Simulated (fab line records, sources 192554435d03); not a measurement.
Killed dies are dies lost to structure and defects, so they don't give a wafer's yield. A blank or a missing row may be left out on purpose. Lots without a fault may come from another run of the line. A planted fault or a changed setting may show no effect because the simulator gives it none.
fab line records | flow n5_finfet
record lots=6 wafers=18 last_day=17
route steps=1938 shown BEOL_M3@960 BEOL_M4@1111 PASSIVATION@1936
lots that met no fault: from a run of the same line without faults
start_h: hours from the record's first day to the start of the lot's first wafer shown | wait_h: hours since the lot's step before | " the same as in the row above | L1.1+2: a row that stands for several wafers | - no value, or no start given | * or withheld: withheld | < > ~ a bound
route shown NAME@n: a module of which the file shows steps, and the number in the route of the first | usual: mean/standard deviation of fault-free wafers | same: alike in all rows | chamber/n: place in a boat | sites: the reading at each site | _std_site: their standard deviation | _edge_site: outer sites' mean less inner sites' | radius_mm: how far each site lies from the wafer's centre | mask NAME#n: copy n | behind: the tool/chamber that last shaped the wafer | hold: why the lot was held/for how many hours/how that ended | device: the transistor (n, p or np) that didn't switch | end of line: the same wafers' tests at the end of the route | a step without rows: its recipe alone | killed: dies lost to structure and defects at the first sort, not the wafer's yield | map: a wafer's dies, x killed, . not, _ none there
set.NAME: the setting as run; set.NAME@STEP: as run at that earlier step | model.NAME: the simulator's own value behind a step, which no gauge read
lots at some steps of the route; a table a step, a row a wafer
services: from which hour (start_h, from the record's first day; less than 0 if before it) a tool's chamber was out of use, for how many hours, and why
## steps
# step N5_BEOL_M3_COAT_22
# recipe resist=CAR-EUV spin_rpm=1500 resist_thk_nm=30
# step N5_BEOL_M3_EBR_24
# recipe solvent=PGMEA ebr_width_mm=1.5
# step N5_BEOL_M3_SOFTBAKE_23
# recipe temp_c=110 time_s=60 resist=CAR-EUV
# step N5_BEOL_M3_EXPOSE_25
# recipe mask_id=V2 na=0.33 source_shape=quasar sigma_inner=0.2 sigma_outer=0.8 polarization=unpolarized defocus_nm=5 dose_mj=63
# step N5_BEOL_M3_PEB_26
# recipe peb_temp_c=100 peb_time_s=60 resist=CAR-EUV
# step N5_BEOL_M3_DEVELOP_27
# recipe develop_time_s=30 developer=TMAH resist=CAR-EUV rinse_liquid=surfactant_rinse dry=air_spin dev_temp_c=23
# step N5_BEOL_M3_CD_MEAS_28
# recipe target_cd_nm=25.7 landing_energy_ev=500 detector=se_inlens target_cd_y_nm=23.3 polarity=opening
# usual cd_nm=25.74/0.25
# columns lot.wafer tool chamber start_h wait_h cd_nm
L792.2 cd_sem-02 0 166.12 - 25.75
L792.3 " 0 " " 25.80
L792.4 " 0 " " 25.81
L800.1 cd_sem-03 0 217.33 - 25.42
L800.2 " 0 " " 25.54
L800.6 " 0 " " 25.77
L801.1 cd_sem-01 0 219.82 - 25.70
L801.3 " 0 " " 25.14
L801.4 " 0 " " 25.54
L805.2 cd_sem-03 0 255.24 - 25.59
L805.4 " 0 " " 25.91
L805.6 " 0 " " 25.74
L807.4 cd_sem-02 0 258.29 - 25.24
L807.5 " 0 " " 25.35
L807.6 " 0 " " 25.57
L812.1 cd_sem-03 0 281.11 - 26.01
L812.2 " 0 " " 25.77
L812.6 " 0 " " 26.03
# step N5_BEOL_M3_OVL_MEAS_29
# recipe points_per_wafer=522
# usual V2_OVL=0.0/0.65
# columns lot.wafer tool chamber start_h wait_h V2_OVL[nm]
L792.2 overlay-02 0 166.16 0.0 -0.1
L792.3 " 0 " " 0.7
L792.4 " 0 " " 0.1
L800.1 overlay-01 0 217.36 0.0 0.8
L800.2 " 0 " " 0.3
L800.6 " 0 " " 0.3
L801.1 overlay-01 0 219.86 0.0 0.3
L801.3 " 0 " " 0.9
L801.4 " 0 " " 0.4
L805.2 overlay-01 0 255.27 0.0 0.8
L805.4 " 0 " " -0.5
L805.6 " 0 " " -0.8
L807.4 overlay-02 0 258.34 0.0 0.7
L807.5 " 0 " " -0.1
L807.6 " 0 " " 0.3
L812.1 overlay-01 0 281.14 0.0 -0.3
L812.2 " 0 " " 0.8
L812.6 " 0 " " -0.4
# step N5_BEOL_M3_INSPECT_30
# recipe mode=adi inspect_instrument=brightfield
# usual raw_defect_count=396/98
# columns lot.wafer tool chamber start_h wait_h raw_defect_count
L792.2 defect_inspect-02 - 166.21 0.0 319
L792.3 " - " " 331
L792.4 " - " " 438
L800.1 defect_inspect-02 - 217.42 0.1 336
L800.2 " - " " 365
L800.6 " - " " 377
L801.1 defect_inspect-01 - 219.92 0.1 420
L801.3 " - " " 363
L801.4 " - " " 328
L805.2 defect_inspect-01 - 255.33 0.0 491
L805.4 " - " " 361
L805.6 " - " " 400
L807.4 defect_inspect-01 - 258.38 0.0 586
L807.5 " - " " 347
L807.6 " - " " 496
L812.1 defect_inspect-01 - 281.20 0.1 446
L812.2 " - " " 390
L812.6 " - " " 443
# step N5_BEOL_M3_DESCUM_33
# recipe chemistry=O2 time_s=7 source_power_w=50 bias_power_w=20 pressure_mtorr=20 rf_frequency_hz=2.712e+07 temp_c=40 resist=CAR-EUV o2_flow_sccm=225
# usual drypump_motor_current_A=5.6/0.45 oes_product_au=0.79/0.091 rf_vpp_V=243.3/1.3 showerhead_plenum_p_Torr=2.10/0.065 temp_c=39.98/0.11 throttle_valve_pct=20.42/0.22
# columns lot.wafer tool chamber start_h wait_h drypump_motor_current_A oes_product_au rf_hours_counter_h rf_vpp_V showerhead_plenum_p_Torr temp_c throttle_valve_pct
L792.2 rie_diel-03 3 166.52 0.3 5.4 0.70 191 243.0 2.07 39.83 20.38
L792.3 " 2 " " 4.9 0.97 2 243.9 2.15 39.90 20.31
L792.4 " 1 " " 5.4 0.81 102 243.7 2.11 40.01 20.24
L800.1 rie_diel-03 2 217.46 0.0 4.8 0.94 17 243.6 2.14 39.97 20.33
L800.2 " 1 " " 5.4 0.80 116 242.8 2.10 39.92 20.27
L800.6 " 3 " " 5.4 0.70 - 243.4 2.07 39.85 20.39
L801.1 rie_diel-02 3 220.01 0.1 5.8 0.73 185 245.3 2.17 39.78 20.49
L801.3 " 0 " " 5.9 0.91 42 244.4 2.21 39.93 19.90
L801.4 " 2 " " 5.1 0.75 174 243.1 2.09 40.06 20.62
L805.2 rie_diel-05 2 255.36 0.0 6.4 0.68 243 241.8 1.98 39.82 20.82
L805.4 " 3 " " 5.5 0.73 - 242.4 1.99 40.11 20.60
L805.6 " 2 " " 6.4 0.68 - 241.8 1.98 39.92 20.84
L807.4 rie_diel-03 2 259.14 0.8 4.8 0.91 27 243.8 2.14 40.04 20.34
L807.5 " 3 " " 5.3 0.69 - 244.0 2.06 40.05 20.42
L807.6 " 0 " " 5.5 0.78 - 243.1 2.11 39.91 20.42
L812.1 rie_diel-05 0 281.24 0.0 6.4 0.95 11 240.5 2.05 39.96 20.48
L812.2 " 3 " " 5.5 0.72 202 241.6 1.99 40.07 20.64
L812.6 " 3 " " 5.5 0.72 - 242.7 1.99 40.13 20.62
# step N5_BEOL_M3_ETCH_77
# recipe chemistry=N2/H2 target=underlayer target_depth_a=65 mask_material=CAR-EUV time_s=5.2 ion_energy_ev=200 pressure_mtorr=30 source_w=840 bias_w=150 n2_flow_sccm=200 h2_flow_sccm=200 ends=cleared
# usual drypump_motor_current_A=5.6/0.45 etch_rf_on_time_s=5.18/0.063 oes_product_au=0.67/0.077 rf_vpp_V=524.0/2.5 showerhead_plenum_p_Torr=2.54/0.077 throttle_valve_pct=17.82/0.24
# columns lot.wafer tool chamber start_h wait_h drypump_motor_current_A etch_rf_on_time_s oes_product_au rf_hours_counter_h rf_vpp_V showerhead_plenum_p_Torr throttle_valve_pct
L792.2 rie_diel-03 3 166.56 0.0 5.3 5.22 0.61 191 523.2 2.52 17.84
L792.3 " 2 " " 4.9 5.15 0.85 2 526.3 2.61 17.67
L792.4 " 1 " " 5.4 5.08 0.71 102 523.9 2.56 17.62
L800.1 rie_diel-03 2 217.49 0.0 4.8 5.06 0.80 17 524.4 2.60 17.73
L800.2 " 1 " " 5.4 5.14 0.68 116 522.3 2.55 17.66
L800.6 " 3 " " 5.4 5.22 0.60 - 522.0 2.51 17.84
L801.1 rie_diel-02 3 220.05 0.0 5.8 5.20 0.63 185 527.2 2.63 17.73
L801.3 " 0 " " 5.9 5.19 0.75 42 527.7 2.69 17.24
L801.4 " 2 " " 5.2 5.16 0.65 174 523.9 2.54 18.03
L805.2 rie_diel-05 2 255.39 0.0 6.4 5.26 0.58 243 520.9 2.40 18.21
L805.4 " 3 " " 5.5 5.14 0.62 - 521.2 2.43 18.06
L805.6 " 2 " " 6.3 5.17 0.58 - 520.5 2.40 18.24
L807.4 rie_diel-03 2 259.18 0.0 4.9 5.09 0.77 27 523.5 2.60 17.75
L807.5 " 3 " " 5.3 5.24 0.59 - 523.8 2.51 17.86
L807.6 " 0 " " 5.5 5.21 0.67 - 524.4 2.56 17.83
L812.1 rie_diel-05 0 281.29 0.0 6.4 4.99 0.83 11 521.4 2.50 17.83
L812.2 " 3 " " 5.5 5.14 0.62 202 520.3 2.42 18.04
L812.6 " 3 " " 5.5 5.18 0.62 - 519.9 2.42 18.06
# step N5_BEOL_M3_ETCH_69
# recipe chemistry=CF4 target=SiARC target_depth_a=156 mask_material=CAR-EUV time_s=26 ion_energy_ev=80 pressure_mtorr=40 source_w=545 bias_w=36 Ar_flow_sccm=100 cf4_flow_sccm=100 ends=cleared
# usual drypump_motor_current_A=5.6/0.45 etch_rf_on_time_s=25.9/0.35 oes_product_au=0.67/0.078 rf_vpp_V=184.2/1.1 showerhead_plenum_p_Torr=2.14/0.063 throttle_valve_pct=15.60/0.22
# columns lot.wafer tool chamber start_h wait_h drypump_motor_current_A etch_rf_on_time_s oes_product_au rf_hours_counter_h rf_vpp_V showerhead_plenum_p_Torr throttle_valve_pct
L792.2 rie_diel-03 3 166.57 0.0 5.4 26.1 0.60 191 184.5 2.13 15.66
L792.3 " 2 " " 4.9 25.6 0.84 2 185.2 2.20 15.42
L792.4 " 1 " " 5.5 25.9 0.69 102 183.6 2.16 15.47
L800.1 rie_diel-03 2 217.51 0.0 4.8 25.3 0.80 17 184.3 2.19 15.49
L800.2 " 1 " " 5.4 25.4 0.69 116 184.6 2.15 15.48
L800.6 " 3 " " 5.3 25.9 0.59 - 185.0 2.13 15.67
L801.1 rie_diel-02 3 220.06 0.0 5.8 26.1 0.63 185 184.5 2.22 15.71
L801.3 " 0 " " 5.9 26.0 0.77 42 186.3 2.26 15.10
L801.4 " 2 " " 5.2 25.7 0.65 174 184.2 2.13 15.73
L805.2 rie_diel-05 2 255.41 0.0 6.4 26.2 0.58 243 181.8 2.03 15.99
L805.4 " 3 " " 5.5 25.8 0.62 - 183.4 2.05 15.79
L805.6 " 2 " " 6.4 26.3 0.58 - 181.3 2.03 15.96
L807.4 rie_diel-03 2 259.19 0.0 4.8 25.2 0.79 27 184.3 2.19 15.48
L807.5 " 3 " " 5.4 26.1 0.58 - 182.5 2.12 15.71
L807.6 " 0 " " 5.6 25.4 0.68 - 185.5 2.14 15.53
L812.1 rie_diel-05 0 281.31 0.0 6.4 25.4 0.83 11 183.2 2.11 15.57
L812.2 " 3 " " 5.5 25.6 0.62 202 182.9 2.04 15.81
L812.6 " 3 " " 5.5 25.7 0.61 - 183.2 2.04 15.80
# step N5_BEOL_M3_ALD_98
# recipe material=SiO2 target_thk_a=25 temp_c=100 ald_precursor_family=BDEAS ald_co_reactant=O2-plasma pulse_time_s=1 co_reactant_pulse_time_s=1 purge_time_s=2 co_reactant_purge_time_s=2 ald_cycles=17 pressure_torr=2
# usual ald_cycles=17/0 chamber_pressure_Torr=2.000/0.0044 heater_power_w=79/8.4 precursor_pulse_height_rel=0.998/0.02
# columns lot.wafer tool chamber start_h wait_h ald_cycles chamber_pressure_Torr heater_power_w precursor_pulse_height_rel
L792.2 ald_sin-01 0 166.66 0.1 17 2.003 89 0.963
L792.3 " 2 " " 17 1.998 74 0.961
L792.4 " 1 " " 17 2.002 84 0.987
L800.1 ald_sin-01 2 217.59 0.1 17 1.993 74 1.041
L800.2 " 3 " " 17 1.994 72 1.007
L800.6 " 1 " " 17 2.003 81 1.003
L801.1 ald_sin-02 0 220.15 0.1 17 1.990 92 0.968
L801.3 " 3 " " 17 2.000 89 1.009
L801.4 " 1 " " 17 2.002 75 1.007
L805.2 ald_sin-02 1 255.49 0.1 - - - -
L805.4 " 0 " " - - - -
L805.6 " 3 " " - - - -
L807.4 ald_sin-01 2 259.28 0.1 - - - -
L807.5 " 0 " " - - - -
L807.6 " 1 " " - - - -
L812.1 ald_sin-01 3 281.42 0.1 17 1.996 70 0.998
L812.2 " 0 " " 17 2.002 88 1.006
L812.6 " 3 " " 17 2.004 71 1.003
# step N5_BEOL_M3_ETCHBACK_99
# recipe chemistry=CHF3 target=SiO2 target_depth_a=50 time_s=10.4 source_w=215 bias_w=47 Ar_flow_sccm=200 CHF3_flow_sccm=12 ion_energy_ev=100 pressure_mtorr=30
# usual drypump_motor_current_A=5.5/0.43 oes_product_au=0.78/0.086 rf_vpp_V=240/3.9 showerhead_plenum_p_Torr=2.17/0.064 throttle_valve_pct=17.03/0.24
# columns lot.wafer tool chamber start_h wait_h drypump_motor_current_A oes_product_au rf_hours_counter_h rf_vpp_V showerhead_plenum_p_Torr throttle_valve_pct
L792.2 rie_diel-02 1 167.01 0.3 5.4 0.88 31 244 2.18 16.72
L792.3 " 2 " " 5.2 0.76 158 236 2.14 17.12
L792.4 " 0 " " 5.9 0.92 26 245 2.28 16.54
L800.1 rie_diel-02 0 221.84 4.2 5.9 0.89 42 244 2.28 16.57
L800.2 " 1 " " 5.4 0.85 47 242 2.18 16.75
L800.6 " 3 " " 5.8 0.73 - 246 2.23 17.16
L801.1 rie_diel-05 2 222.35 2.2 6.3 0.69 229 245 2.03 17.37
L801.3 " 1 " " 5.1 0.71 220 238 2.21 17.00
L801.4 " 0 " " 6.4 0.67 244 241 2.12 17.50
L805.2 rie_diel-05 1 257.54 2.0 5.0 0.70 235 239 2.21 17.05
L805.4 " 0 " " 6.4 1.02 0 241 2.12 17.05
L805.6 " 2 " " 6.3 0.67 - 246 2.03 17.40
L807.4 rie_diel-03 3 266.24 6.9 5.3 0.69 225 240 2.13 17.18
L807.5 " 3 " " 5.4 0.68 - 240 2.13 17.20
L807.6 " 0 " " 5.6 0.77 - 238 2.15 16.94
L812.1 rie_diel-03 3 290.55 9.1 5.4 0.68 234 239 2.13 17.21
L812.2 " 1 " " 5.4 0.77 143 237 2.16 17.03
L812.6 " 1 " " 5.4 0.78 - 239 2.16 17.03
# step N5_BEOL_M4_RC_MEAS_101
# usual DIBL_N=36.4/1.5 DIBL_P=36.6/1.9 IOFF_N=0.155/0.021 IOFF_P=0.211/0.028 ION_N=671/8.6 ION_P=462/5.8 SS_N=71.5/0.5 SS_P=73.4/0.58 VT_N=250.1/2.4 VT_P=-250.1/3
# columns lot.wafer tool chamber start_h wait_h DIBL_N[mV/V] DIBL_P[mV/V] IOFF_N[nA/um] IOFF_P[nA/um] ION_N[uA/um] ION_P[uA/um] SS_N[mV/dec] SS_P[mV/dec] VT_N[mV] VT_P[mV]
L792.2 prober-01 0 186.62 0.2 36.9 38.2 0.157 0.202 670 455 71.2 72.7 252.9 -250.5
L792.3 " 0 " " 37.0 38.2 0.161 0.208 674 460 71.4 72.5 252.0 -248.0
L792.4 " 0 " " 38.1 38.9 0.173 0.218 676 456 73.1 74.1 252.0 -251.1
L801.1 prober-01 0 236.66 0.0 37.9 36.6 0.174 0.260 679 470 71.2 74.1 248.3 -245.9
L801.3 " 0 " " 35.9 33.9 0.145 0.215 672 467 71.5 73.4 248.4 -244.7
L801.4 " 0 " " 36.7 35.3 0.170 0.243 681 476 71.0 73.4 247.0 -244.5
L800.1 prober-02 0 236.97 0.0 35.7 34.6 0.131 0.167 664 459 71.4 73.1 253.5 -252.8
L800.2 " 0 " " 38.2 37.7 0.178 0.220 679 461 72.4 74.3 251.5 -250.0
L800.6 " 0 " " 37.7 38.0 0.165 0.213 689 466 72.0 73.8 251.8 -250.6
L805.2 prober-01 0 273.91 0.2 37.2 36.7 0.153 0.222 671 460 72.1 73.7 250.6 -249.2
L805.4 " 0 " " 35.3 34.4 0.115 0.187 653 455 71.2 72.6 255.9 -250.6
L805.6 " 0 " " 38.0 37.9 0.162 0.244 662 460 72.1 73.5 250.1 -247.3
L807.4 prober-02 0 278.42 0.5 36.5 39.2 0.179 0.239 677 466 71.5 73.3 249.6 -249.1
L807.5 " 0 " " 35.6 37.8 0.161 0.225 674 464 71.4 73.4 250.0 -248.6
L807.6 " 0 " " 35.2 37.0 0.158 0.206 676 462 71.6 73.3 249.0 -249.4
L812.1 prober-02 0 308.25 0.0 34.5 34.4 0.117 0.138 674 460 70.9 72.5 252.8 -259.8
L812.2 " 0 " " 36.2 35.8 0.140 0.153 675 455 71.0 73.1 251.5 -257.3
L812.6 " 0 " " 37.7 38.3 0.170 0.188 680 454 70.7 74.0 247.1 -252.9
# step N5_PASSIVATION_PROBE_49
# usual defect_limited_yield=91.5/1.4 killed_at_M0_to_M3=33/10 killed_at_M4_up=13/5 killed_at_contacts=13/5.6 killed_at_front_end=38/12 killed_at_other=3.9/2.7 killed_dies=100/16 killed_open=66/13 killed_short=32/7.2 sort_bin_5_function=5.0/0.97 sort_bin_6_memory=3.2/0.61 sort_n_pass=1080/16 sort_yield_pct=91.5/1.4
# same gross_dies=1180 killed_at_back_side=0 sort_bin_4_leakage[%]=0 sort_bin_8_speed[%]=0
# columns lot.wafer tool chamber start_h wait_h defect_limited_yield[%] killed_at_M0_to_M3 killed_at_M4_up killed_at_contacts killed_at_front_end killed_at_other killed_dies killed_open killed_short sort_bin_5_function[%] sort_bin_6_memory[%] sort_n_pass sort_yield_pct[%]
L792.2 prober-02 - 283.81 0.1 91.4 22 11 13 49 7 102 68 33 4.8 3.6 1078 91.4
L792.3 prober-02 - 283.86 0.1 92.5 27 15 9 35 2 88 59 28 4.2 3.0 1092 92.5
L792.4 prober-02 - 283.91 0.2 87.4 28 13 22 76 10 149 102 46 7.8 4.6 1031 87.4
L800.1 prober-02 - 336.29 0.0 92.8 26 15 9 30 5 85 53 29 3.9 3.1 1095 92.8
L800.2 prober-02 - 336.34 0.1 93.7 29 5 10 22 8 74 46 28 4.2 2.1 1106 93.7
L800.6 prober-02 - 336.54 0.3 92.7 36 7 17 24 2 86 61 23 4.7 2.4 1094 92.7
L801.1 prober-01 - 337.01 0.0 88.8 59 13 19 41 0 132 89 43 6.7 4.1 1048 88.8
L801.3 prober-01 - 337.11 0.1 90.6 53 3 10 41 4 111 71 38 5.9 3.2 1069 90.6
L801.4 prober-01 - 337.16 0.2 88.5 61 12 16 44 3 136 92 42 7.5 3.4 1044 88.5
L805.2 prober-02 - 377.98 0.1 89.3 45 5 13 56 7 126 75 48 5.8 4.6 1054 89.3
L805.4 prober-02 - 378.08 0.2 90.4 25 15 10 59 4 113 59 49 5.8 3.1 1067 90.4
L805.6 prober-02 - 378.18 0.3 92.0 35 8 12 32 7 94 57 34 4.4 3.1 1086 92.0
L807.4 prober-01 - 382.95 0.2 92.7 25 22 7 26 6 86 55 30 3.9 3.0 1094 92.7
L807.5 prober-01 - 383.00 0.2 91.7 23 10 13 47 5 98 61 37 4.8 3.3 1082 91.7
L807.6 prober-01 - 383.05 0.3 92.0 28 13 10 37 6 94 53 41 4.7 3.1 1086 92.0
L812.1 prober-01 - 413.56 0.0 92.5 39 14 17 18 0 88 59 29 4.4 2.8 1092 92.5
L812.2 prober-01 - 413.61 0.1 91.4 28 23 31 19 1 102 71 30 4.4 3.9 1078 91.4
L812.6 prober-01 - 413.81 0.3 91.1 32 18 23 31 1 105 82 22 5.4 3.1 1075 91.1
# killed by level:class
L792.2 STI_FIN_REVEAL:geometric_particle:open=16 MOL_CONTACT_COAG:geometric_particle:open=10 FIN_SAQP:geometric_particle:short=8 BEOL_M4:geometric_particle:open=8 BEOL_M3:geometric_particle:open=8 STI_FIN_REVEAL:geometric_particle:short=5 BEOL_M1:geometric_particle:open=5 FIN_SAQP:geometric_particle:open=4
L792.3 BEOL_M1:geometric_particle:short=11 MOL_CONTACT_COAG:geometric_particle:open=9 FIN_SAQP:geometric_particle:open=6 BEOL_M4:geometric_particle:open=6 STI_FIN_REVEAL:geometric_particle:open=5 ILD0:geometric_particle:open=4 BEOL_M1:geometric_particle:open=4 BEOL_M3:geometric_particle:open=4
L792.4 FIN_SAQP:geometric_particle:open=27 MOL_CONTACT_COAG:geometric_particle:open=18 FIN_SAQP:geometric_particle:short=14 STI_FIN_REVEAL:geometric_particle:open=12 BEOL_M2:geometric_particle:open=10 BEOL_M0_SAQP:geometric_particle:short=5 STARTING-WAFER:geometric_particle:open=4 ILD0:geometric_particle:open=4
L800.1 BEOL_M2:geometric_particle:open=9 BEOL_M4:geometric_particle:open=8 STI_FIN_REVEAL:geometric_particle:open=7 MOL_CONTACT_COAG:geometric_particle:open=7 SPACER0:geometric_particle:short=6 BEOL_M0_SAQP:geometric_particle:short=6 BEOL_M0_SAQP:geometric_particle:open=4 GATE_CUT:geometric_particle:open=3
L800.2 BEOL_M1:geometric_particle:open=8 MOL_CONTACT_COAG:geometric_particle:open=6 BEOL_M0_SAQP:geometric_particle:open=5 GATE_CUT:geometric_particle:open=4 MOL_CONTACT_COAG:geometric_particle:short=4 FIN_SAQP:geometric_particle:short=3 BEOL_M0_SAQP:geometric_particle:short=3 BEOL_M1:geometric_particle:short=3
L800.6 MOL_CONTACT_COAG:geometric_particle:open=14 BEOL_M0_SAQP:geometric_particle:open=8 BEOL_M2:geometric_particle:open=8 FIN_SAQP:geometric_particle:open=6 BEOL_M0_SAQP:geometric_particle:short=6 DUMMY_GATE:geometric_particle:open=4 BEOL_M3:geometric_particle:open=4 MOL_CONTACT_COAG:geometric_particle:short=3
L801.1 MOL_CONTACT_COAG:geometric_particle:open=17 BEOL_M0_SAQP:geometric_particle:short=12 FIN_SAQP:geometric_particle:open=10 BEOL_M1:geometric_particle:open=10 BEOL_M2:geometric_particle:open=10 BEOL_M0_SAQP:geometric_particle:open=10 STI_FIN_REVEAL:geometric_particle:open=9 BEOL_M2:geometric_particle:short=5
L801.3 BEOL_M2:geometric_particle:open=11 BEOL_M1:geometric_particle:open=11 BEOL_M0_SAQP:geometric_particle:open=11 STI_FIN_REVEAL:geometric_particle:open=10 DUMMY_GATE:geometric_particle:open=8 MOL_CONTACT_COAG:geometric_particle:open=8 BEOL_M0_SAQP:geometric_particle:short=8 FIN_SAQP:geometric_particle:short=6
L801.4 MOL_CONTACT_COAG:geometric_particle:open=15 BEOL_M0_SAQP:geometric_particle:open=13 BEOL_M0_SAQP:geometric_particle:short=12 FIN_SAQP:geometric_particle:open=11 BEOL_M1:geometric_particle:open=10 BEOL_M2:geometric_particle:open=10 FIN_SAQP:geometric_particle:short=8 STI_FIN_REVEAL:geometric_particle:open=7
L805.2 BEOL_M0_SAQP:geometric_particle:open=19 BEOL_M0_SAQP:geometric_particle:short=14 FIN_SAQP:geometric_particle:open=12 MOL_CONTACT_COAG:geometric_particle:open=11 STI_FIN_REVEAL:geometric_particle:open=10 FIN_SAQP:geometric_particle:short=6 DUMMY_GATE:geometric_particle:open=5 GATE_CUT:geometric_particle:open=5
L805.4 FIN_SAQP:geometric_particle:open=13 FIN_SAQP:geometric_particle:short=8 BEOL_M0_SAQP:geometric_particle:short=8 DUMMY_GATE:geometric_particle:open=7 GATE_CUT:geometric_particle:short=6 BEOL_M0_SAQP:geometric_particle:open=6 MOL_CONTACT_COAG:geometric_particle:open=6 DUMMY_GATE:geometric_particle:short=5
L805.6 BEOL_M0_SAQP:geometric_particle:short=14 DUMMY_GATE:geometric_particle:open=10 MOL_CONTACT_COAG:geometric_particle:open=8 BEOL_M0_SAQP:geometric_particle:open=7 FIN_SAQP:geometric_particle:open=5 FIN_CUT:geometric_particle:open=5 BEOL_M2:geometric_particle:open=5 BEOL_M3:geometric_particle:open=5
L807.4 BEOL_M4:geometric_particle:open=10 FIN_SAQP:geometric_particle:open=9 BEOL_M0_SAQP:geometric_particle:short=7 FIN_SAQP:geometric_particle:short=6 BEOL_M5:geometric_particle:open=5 MOL_CONTACT_COAG:geometric_particle:open=5 BEOL_M0_SAQP:geometric_particle:open=5 BEOL_M1:geometric_particle:open=5
L807.5 STI_FIN_REVEAL:geometric_particle:open=13 MOL_CONTACT_COAG:geometric_particle:open=11 FIN_SAQP:geometric_particle:short=8 FIN_SAQP:geometric_particle:open=7 BEOL_M2:geometric_particle:open=6 BEOL_M0_SAQP:geometric_particle:short=6 BEOL_M1:geometric_particle:open=6 ILD0:geometric_particle:short=4
L807.6 BEOL_M1:geometric_particle:open=13 FIN_SAQP:geometric_particle:short=8 STI_FIN_REVEAL:geometric_particle:open=7 MOL_CONTACT_COAG:geometric_particle:open=7 GATE_CUT:geometric_particle:short=6 BEOL_M0_SAQP:geometric_particle:short=5 STI_FIN_REVEAL:geometric_particle:short=4 FIN_SAQP:geometric_particle:open=3
L812.1 MOL_CONTACT_COAG:geometric_particle:open=13 BEOL_M2:geometric_particle:open=13 BEOL_M3:geometric_particle:open=8 BEOL_M0_SAQP:geometric_particle:open=7 BEOL_M0_SAQP:geometric_particle:short=6 STI_FIN_REVEAL:geometric_particle:open=4 MOL_CONTACT_COAG:geometric_particle:short=4 DUMMY_GATE:geometric_particle:open=3
L812.2 MOL_CONTACT_COAG:geometric_particle:open=26 BEOL_M4:geometric_particle:open=8 MOL_CONTACT_COAG:geometric_particle:short=5 BEOL_M1:geometric_particle:open=5 BEOL_M2:geometric_particle:open=5 BEOL_M4:geometric_particle:short=5 GATE_CUT:geometric_particle:short=4 BEOL_M0_SAQP:geometric_particle:open=4
L812.6 MOL_CONTACT_COAG:geometric_particle:open=20 BEOL_M0_SAQP:geometric_particle:open=11 BEOL_M3:geometric_particle:open=11 BEOL_M4:geometric_particle:open=7 STI_FIN_REVEAL:geometric_particle:open=5 DUMMY_GATE:geometric_particle:open=4 GATE_CUT:geometric_particle:open=4 GATE_CUT:geometric_particle:short=4
## services
# columns tool chamber start_h hours kind
rie_diel-03 2 145.58 - clean
rie_diel-03 2 145.58 - consumable_replace:focus_ring
rie_diel-03 2 145.58 13.5 scheduled_down
rie_diel-03 2 145.58 13.5 vent_cycle
rie_diel-03 1 149.89 4.6 repair
ald_sin-01 2 195.18 7.2 repair
rie_diel-05 0 215.24 3.8 repair
ald_sin-01 2 229.60 4.4 repair
ald_sin-02 - 231.81 0.7 repair
ald_sin-01 2 238.49 15.4 repair
ald_sin-02 2 241.20 7.5 repair
rie_diel-05 0 241.21 - clean
rie_diel-05 0 241.21 - consumable_replace:focus_ring
rie_diel-05 0 241.21 16.2 scheduled_down
rie_diel-05 0 241.21 16.2 vent_cycle
rie_diel-02 - 243.38 28.1 pm
rie_diel-05 - 253.86 0.2 repair
ald_sin-02 - 268.99 14.0 pm
rie_diel-05 2 270.57 - clean
rie_diel-05 2 270.57 - consumable_replace:focus_ring
rie_diel-05 2 270.57 - consumable_replace:showerhead
rie_diel-05 2 270.57 31.4 scheduled_down
ald_sin-01 2 275.46 48.7 repair
rie_diel-02 3 290.29 7.6 repair
## key
first_sign step=N5_BEOL_M3_ALD_98 reading=tool_record direction=missing
effect none on later readings
met_at N5_BEOL_M3_ALD_98
struck_wafers L805.2,L805.4,L805.6,L807.4,L807.5,L807.6
onset_between 220.15 255.49
fault kind=skipped_step_whole tool=ald_sin-01,ald_sin-02 chamber=- onset_h=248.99 steps=N5_BEOL_M3_ALD_98 scope=struck_lots_only
